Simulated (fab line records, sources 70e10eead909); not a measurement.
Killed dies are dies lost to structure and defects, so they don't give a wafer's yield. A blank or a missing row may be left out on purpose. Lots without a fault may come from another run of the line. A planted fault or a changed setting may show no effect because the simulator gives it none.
Which tool did it? | flow nand_harc | 14 lots, 41 wafers sampled, at 5 steps of a route of 1302

WHAT THE GAUGES READ, wafer by wafer
NHARC_A_ONON_D1_THK_MEAS_14: measures by ellipsometry.
lot  | measured     | on            | thk_nm (nm)
L851 | day 8 10:01  | film_metro-02 | 985 986 986
L853 | day 9 06:41  | film_metro-02 | 992 993 991
L854 | day 9 15:08  | film_metro-01 | 1002 1001 1002
L856 | day 10 04:41 | film_metro-02 | 983 985 984
L857 | day 10 19:54 | film_metro-01 | 1002 1002
L865 | day 13 22:43 | film_metro-01 | 1001 1003 1002
L864 | day 13 22:44 | film_metro-02 | 989 991 988
L866 | day 14 12:26 | film_metro-01 | 1006 1007 1007
L867 | day 14 20:39 | film_metro-02 | 1007 1007 1007
L868 | day 15 13:22 | film_metro-02 | 998 1000 1000
L869 | day 15 20:11 | film_metro-01 | 1005 1005 1005
L870 | day 15 20:14 | film_metro-02 | 1005 1007 1006
L871 | day 16 15:47 | film_metro-01 | 996 996 996
L873 | day 17 09:16 | film_metro-01 | 1000 1003 1003

NHARC_A_ONON_D1_THK_MEAS_18: measures by ellipsometry.
lot  | measured     | on            | thk_nm (nm)
L851 | day 8 17:47  | film_metro-02 | 994 991 992
L853 | day 9 14:28  | film_metro-02 | 1016 1018 1016
L854 | day 9 22:55  | film_metro-02 | 993 993 993
L856 | day 10 12:27 | film_metro-01 | 1018 1497 1021
L857 | day 11 03:44 | film_metro-01 | 997 1476
L865 | day 14 06:32 | film_metro-02 | 1004 1007 1005
L864 | day 14 06:32 | film_metro-02 | 1013 1010 1010
L866 | day 14 22:58 | film_metro-02 | 1002 1002 1003
L867 | day 15 04:38 | film_metro-02 | 1000 1000 1001
L868 | day 15 21:08 | film_metro-02 | 995 997 995
L869 | day 16 03:53 | film_metro-02 | 985 986 984
L870 | day 16 03:54 | film_metro-01 | 1024 1025 1025
L871 | day 17 03:53 | film_metro-01 | 997 997 995
L873 | day 17 16:52 | film_metro-01 | 1001 1002 1000

NHARC_END_SORT_01.
lot  | measured     | on        | killed_at_array | killed_at_other | killed_at_periphery | killed_dies | killed_open | killed_short
L856 | day 26 09:59 | prober-01 | 38 674 48       | 4 3 1           | 3 0 4               | 45 677 53   | 5 3 3       | 1 2 4
L857 | day 27 00:45 | prober-02 | 104 675         | 0 1             | 7 1                 | 111 677     | 3 1         | 6 4

WHICH TOOL RAN EACH LOT (tool, then ch and the chambers of the sampled wafers, then the start)
lot  | NHARC_A_ZERO_WELL_ETCH_13        | NHARC_A_ONON_D1_DEP_16
L851 | rie_si-02 ch 1,2,3, day 7 09:34  | pecvd_onon-01 ch 0, day 8 17:23
L853 | rie_si-05 ch 0,2,3, day 8 05:52  | pecvd_onon-02 ch 0, day 9 13:57
L854 | rie_si-05 ch 1,3, day 8 13:37    | pecvd_onon-01 ch 0, day 9 22:28
L856 | rie_si-05 ch 0,2,3, day 9 05:16  | pecvd_onon-01 ch 0, day 10 11:57
L857 | rie_si-05 ch 0,2, day 9 15:36    | pecvd_onon-01 ch 0, day 11 03:20
L865 | rie_si-04 ch 0,1, day 12 21:55   | pecvd_onon-01 ch 0, day 14 06:05
L864 | rie_si-02 ch 0,3, day 12 22:08   | pecvd_onon-02 ch 0, day 14 06:05
L866 | rie_si-04 ch 0,2,3, day 13 09:55 | pecvd_onon-01 ch 0, day 14 22:27
L867 | rie_si-02 ch 0,1,3, day 13 21:19 | pecvd_onon-01 ch 0, day 15 04:11
L868 | rie_si-02 ch 0,3, day 14 11:52   | pecvd_onon-01 ch 0, day 15 20:47
L869 | rie_si-02 ch 1,2, day 14 20:38   | pecvd_onon-01 ch 0, day 16 03:34
L870 | rie_si-05 ch 0,2,3, day 14 22:06 | pecvd_onon-02 ch 0, day 16 03:23
L871 | rie_si-02 ch 1,2,3, day 15 15:58 | pecvd_onon-01 ch 0, day 17 03:23
L873 | rie_si-05 ch 0,2, day 16 06:56   | pecvd_onon-01 ch 0, day 17 16:20
- NHARC_A_ZERO_WELL_ETCH_13: etches the open film in HBr/Cl2, target depth 120 nm, time 40.1 s.
- NHARC_A_ONON_D1_DEP_16: target thk 1000 nm.

WHAT THE TOOLS THEMSELVES READ (means of the sampled wafers that have a number; where no wafer has one, the mark that the record gives instead)
NHARC_A_ZERO_WELL_ETCH_13.
lot  | tool      | chamber_pressure_mTorr (mTorr) | drypump_motor_current_A (A) | oes_product_au (a.u.) | rf_fwd_power_W (W) | throttle_valve_pct (%)
L851 | rie_si-02 | 14.988                         | 5.5                         | 1.003                 | 396.2              | 26.406
L853 | rie_si-05 | 14.991                         | 5.6                         | 0.999                 | 394.5              | 26.390
L854 | rie_si-05 | 15.006                         | 5.8                         | 1.003                 | 394.2              | 26.399
L856 | rie_si-05 | 14.998                         | 5.6                         | 1.000                 | 393.8              | 26.397
L857 | rie_si-05 | 15.002                         | 5.7                         | 1.003                 | 393.4              | 26.395
L865 | rie_si-04 | 15.009                         | 6.5                         | 0.997                 | 395.2              | 26.405
L864 | rie_si-02 | 15.009                         | 6.0                         | 1.006                 | 397.6              | 26.409
L866 | rie_si-04 | 14.995                         | 6.1                         | 0.995                 | 394.9              | 26.410
L867 | rie_si-02 | 15.002                         | 5.9                         | 1.005                 | 394.4              | 26.407
L868 | rie_si-02 | 14.987                         | 6.0                         | 1.000                 | 395.7              | 26.403
L869 | rie_si-02 | 14.990                         | 5.6                         | 1.009                 | 394.4              | 26.409
L870 | rie_si-05 | 14.996                         | 5.6                         | 0.997                 | 394.1              | 26.405
L871 | rie_si-02 | 15.008                         | 5.5                         | 0.999                 | 395.8              | 26.408
L873 | rie_si-05 | 15.002                         | 5.8                         | 1.006                 | 393.1              | 26.410

THE ANSWER, worked out from the rows above alone
Rule: what is usual is taken from the lots themselves. Put in order of their means at a reading, lots are off if they are a third of the lots or fewer, leave a main group of 4 or more, and stand apart from it by a gap of 3 or more times the standard deviation of the main group's means; of several such gaps the widest counts. A main group whose means are all the same, to the digits that the tables above print for the reading, isn't used. A lot without any number at a reading at which 4 lots or more have one is off too. The other lots that the step has rows for count as sound. The gauges are gone through in route order, then the tools' own readings, and for those a lot's mean is taken as printed above. The first step at which some lot is off is used, and at that step the reading that is off furthest; a lot without a number counts as furthest.
Off: L856, L857, at NHARC_A_ONON_D1_THK_MEAS_18 (thk_nm). The main group: mean 1002 nm, standard deviation 11.
A tool fits if, at a process step before that reading, it ran every lot that is off, and no sound lot after the first of them. The gauges at NHARC_A_ONON_D1_THK_MEAS_18 are tried like those tools. None of those tried fits.

WHAT THE SIMULATOR HAD PUT IN
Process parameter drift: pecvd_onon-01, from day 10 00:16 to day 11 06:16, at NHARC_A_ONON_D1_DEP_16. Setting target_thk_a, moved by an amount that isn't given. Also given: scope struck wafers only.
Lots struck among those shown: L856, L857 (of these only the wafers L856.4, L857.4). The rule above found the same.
